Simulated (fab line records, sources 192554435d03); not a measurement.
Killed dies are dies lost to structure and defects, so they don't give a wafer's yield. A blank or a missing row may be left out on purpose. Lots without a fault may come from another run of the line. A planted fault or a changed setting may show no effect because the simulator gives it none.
Which tool did it? | flow n5_finfet | 12 lots, 36 wafers sampled, at 4 steps of a route of 1938

WHAT THE GAUGES READ, wafer by wafer
N5_BEOL_M6_RS_MEAS_57: measures by four-point-probe.
lot  | measured     | on            | M6_RS (ohm/sq)
L075 | day 9 19:28  | film_metro-01 | 0.285 0.293 0.283
L079 | day 10 14:23 | film_metro-01 | 0.278 0.287 0.278
L078 | day 11 01:53 | film_metro-01 | 0.283 0.283 0.288
L082 | day 11 22:50 | film_metro-02 | 0.296 0.289 0.291
L084 | day 12 03:38 | film_metro-01 | 0.288 0.291 0.293
L085 | day 13 07:28 | film_metro-01 | 0.292 0.291 0.278
L088 | day 13 08:53 | film_metro-01 | 0.283 0.291 0.283
L089 | day 13 15:29 | film_metro-02 | 0.289 0.286 0.294
L092 | day 14 13:04 | film_metro-02 | 0.281 0.282 0.277
L093 | day 14 13:19 | film_metro-01 | 0.281 0.290 0.285
L095 | day 14 23:30 | film_metro-01 | 0.285 0.280 0.287
L097 | day 16 02:06 | film_metro-02 | 0.288 0.292 0.279

WHICH TOOL RAN EACH LOT (tool, then ch and the chambers of the sampled wafers, then the start)
lot  | N5_BEOL_M6_DESCUM_16               | N5_BEOL_M6_ETCH_61                 | N5_BEOL_M6_ANNEAL_51
L075 | rie_diel-05 ch 0,2,3, day 9 13:04  | rie_diel-05 ch 0,2,3, day 9 13:06  | rtp_anneal-01 ch 0, day 9 18:43
L079 | rie_diel-02 ch 0,2, day 10 07:07   | rie_diel-02 ch 0,2, day 10 07:09   | rtp_anneal-01 ch 0, day 10 13:45
L078 | rie_diel-02 ch 0,1, day 10 18:18   | rie_diel-02 ch 0,1, day 10 18:20   | rtp_anneal-02 ch 0, day 11 01:13
L082 | rie_diel-02 ch 1,3, day 11 14:24   | rie_diel-02 ch 1,3, day 11 14:26   | rtp_anneal-02 ch 0, day 11 22:07
L084 | rie_diel-04 ch 0,1,2, day 11 22:26 | rie_diel-04 ch 0,1,2, day 11 22:28 | rtp_anneal-01 ch 0, day 12 02:54
L085 | rie_diel-02 ch 2,3, day 12 23:37   | rie_diel-02 ch 2,3, day 12 23:39   | rtp_anneal-01 ch 0, day 13 06:44
L088 | rie_diel-04 ch 0,2, day 12 23:57   | rie_diel-04 ch 0,2, day 12 23:59   | rtp_anneal-02 ch 0, day 13 08:10
L089 | rie_diel-05 ch 1,2, day 13 08:41   | rie_diel-05 ch 1,2, day 13 08:43   | rtp_anneal-01 ch 0, day 13 14:44
L092 | rie_diel-02 ch 0,1,2, day 14 06:18 | rie_diel-02 ch 0,1,2, day 14 06:20 | rtp_anneal-01 ch 0, day 14 12:19
L093 | rie_diel-05 ch 0,1, day 14 07:50   | rie_diel-05 ch 0,1, day 14 07:53   | rtp_anneal-01 ch 0, day 14 12:41
L095 | rie_diel-05 ch 1,2,3, day 14 17:56 | rie_diel-05 ch 1,2,3, day 14 17:58 | rtp_anneal-01 ch 0, day 14 22:49
L097 | rie_diel-02 ch 0,1,2, day 15 19:02 | rie_diel-02 ch 0,1,2, day 15 19:05 | rtp_anneal-01 ch 0, day 16 01:25
- N5_BEOL_M6_DESCUM_16: chemistry O2, time 7.9 s.
- N5_BEOL_M6_ETCH_61: etches SiARC in CF4, target depth 45.5 nm, time 75.8 s.
- N5_BEOL_M6_ANNEAL_51: time 90 s.

THE ANSWER, worked out from the rows above alone
Rule: what is usual is taken from the lots themselves. Put in order of their means at a reading, lots are off if they are a third of the lots or fewer, leave a main group of 4 or more, and stand apart from it by a gap of 3 or more times the standard deviation of the main group's means; of several such gaps the widest counts. A main group whose means are all the same, to the digits that the tables above print for the reading, isn't used. A lot without any number at a reading at which 4 lots or more have one is off too. The other lots that the step has rows for count as sound.
No lot is off at any reading shown: from this, nothing can be told.

WHAT THE SIMULATOR HAD PUT IN
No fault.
